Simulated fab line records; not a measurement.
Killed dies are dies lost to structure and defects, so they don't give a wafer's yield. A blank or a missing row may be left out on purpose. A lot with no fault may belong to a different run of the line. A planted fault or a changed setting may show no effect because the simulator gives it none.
What tool caused it?    flow n5Finfet    route of 1938 steps, sampled at 1 step: 24 lots, 72 wafers

WHAT EACH GAUGE READ, for each wafer
N5_BEOL_M5_INSPECT_30: inspects for defects (brightfield). Usual: 401 for rawDefectCount, sd 83.
lot   measured      on                rawDefectCount  flag
L075  day 10 18:35  defectInspect-02  475 465 402     
L074  day 10 23:11  defectInspect-01  501 406 377     
L076  day 11 14:24  defectInspect-01  391 325 390     
L077  day 11 21:28  defectInspect-01  404 384 305     
L080  day 12 06:10  defectInspect-01  408 371 409     
L081  day 12 06:15  defectInspect-01  353 468 350     
L079  day 12 15:35  defectInspect-01  284 318 457     
L078  day 12 21:51  defectInspect-01  672 486 601     
L083  day 13 03:25  defectInspect-01  478 412 415     
L082  day 13 03:34  defectInspect-02  445 407 444     
L085  day 13 10:52  defectInspect-02  273 298 362     
L086  day 13 16:55  defectInspect-01  299 280 304     
L084  day 14 04:02  defectInspect-01  294 385 410     
L088  day 14 10:14  defectInspect-02  571 526 602     
L089  day 14 13:27  defectInspect-02  316 379 481     
L087  day 14 16:28  defectInspect-02  322 482 337     
L091  day 14 19:22  defectInspect-02  318 288 373     
L090  day 15 13:46  defectInspect-01  350 417 366     
L094  day 15 20:31  defectInspect-01  452 464 288     
L093  day 15 20:41  defectInspect-01  291 322 326     
L092  day 15 22:41  defectInspect-02  602 431 400     
L096  day 16 18:26  defectInspect-01  298 327 338     
L097  day 16 20:23  defectInspect-02  541 476 338     
L095  day 17 23:23  defectInspect-01  462 366 326     

EACH LOT AND THE TOOL THAT RAN IT (in order: tool; ch and the chambers of the sampled wafers; start)
The record shows no process step preceding these readings.

AS READ BY THE TOOLS THEMSELVES (means over the sampled wafers that have a number; for cases with no such wafer, the mark the record gives instead)
The record holds no such reading with a usual standard deviation.

THE ANSWER, worked out from the rows above alone
Rule: a lot counts as off when the mean over its wafers that have a number is more than 3 standard deviations away from the usual mean. Also off: a lot with no number at a reading for which 4 or more lots have one. Where the step has rows for the other lots, those lots are counted as sound. Order of review: gauges by route order, followed by the tools' own readings, for which a lot's mean as printed above is used. At the first step where some lot is off, the reading lying furthest off is the one used; lots without a number count as furthest.
No lot is off on any of the readings shown, so nothing can be concluded from this.

WHAT HAD BEEN PUT IN BY THE SIMULATOR
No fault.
